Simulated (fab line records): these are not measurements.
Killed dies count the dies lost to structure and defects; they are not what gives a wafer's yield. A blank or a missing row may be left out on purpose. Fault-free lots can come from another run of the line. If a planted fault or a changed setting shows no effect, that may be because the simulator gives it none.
One fault seen from 2 desks + flow n5Finfet + each desk holds nothing but its own numbers, with what lay behind them at the end

## THE METROLOGY DESK
What the gauges read, lot by lot, whatever tool the lot ran on: means of the sampled wafers that have a number. Any lot whose mean is over 4 standard deviations away from the usual mean is out of limits and marked OUT; that distance is given in the brackets.
Columns: A = trenchDepthNm at N5_BEOL_M8_OCD_MEAS_38, usual 93.5 nm
| lot  | first seen here | A    |
|------|-----------------|------|
| L664 | day 9 14:43     | 92.7 |
| L665 | day 9 20:41     | 94.7 |
| L668 | day 10 06:30    | 92.6 |
| L669 | day 10 10:04    | 93.1 |
| L670 | day 11 04:08    | 93.0 |
| L672 | day 11 07:44    | 92.6 |
| L673 | day 11 20:04    | 92.8 |
| L674 | day 11 22:08    | 94.3 |
| L676 | day 12 08:32    | 93.8 |
| L677 | day 12 17:50    | 94.8 |
| L683 | day 14 04:17    | 93.3 |
Finding of this desk: none of the 11 lots has anything out of limits.

## TOOL OWNER'S DESK, lithoTrack-01
The tool's own readings at N5_BEOL_M9_COAT_05 (resist thk 90 nm): means of the sampled wafers that have a number, for each lot that ran on this tool. Any lot whose mean is over 4 standard deviations away from the usual mean is out of limits and marked OUT; that distance is given in the brackets.
Columns: A = exhaustPa at N5_BEOL_M9_COAT_05, usual 45.1 Pa; B = spinSpeedRpm at N5_BEOL_M9_COAT_05, usual 1499.9 rpm
| lot  | first seen here | A    | B                        |
|------|-----------------|------|--------------------------|
| L669 | day 10 14:17    | 44.7 | 1500.1                   |
| L670 | day 11 09:31    | 46.0 | 1499.9                   |
| L673 | day 12 02:53    | 45.5 | 1499.7                   |
| L674 | day 12 04:30    | 44.1 | 1498.8                   |
| L677 | day 12 23:11    | 46.4 | 1721.8 (+99 or more) OUT |
| L683 | day 14 12:04    | 45.8 | 1721.9 (+99 or more) OUT |
This desk finds L677, L683 out of limits, L677 being first, at day 12 23:11 (spinSpeedRpm at N5_BEOL_M9_COAT_05). L669, L670, L673, L674 stayed within limits.

## BROUGHT TOGETHER
At day 12 23:11, on L677, L683, the tool owner's desk was in a position to raise an alarm.
Nothing out of limits was seen by the metrology desk.
The metrology desk has L677, L683 on record, within its limits.
Of the lots named, all ran N5_BEOL_M9_COAT_05 on lithoTrack-01.

## WHAT HAD BEEN PUT IN BY THE SIMULATOR
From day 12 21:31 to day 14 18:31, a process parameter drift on lithoTrack-01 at N5_BEOL_M9_COAT_05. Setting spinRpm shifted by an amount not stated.
Lots struck among those shown: L677, L683.
Each desk's first reading out of limits, in hours after the fault started: the tool owner's desk, 2.
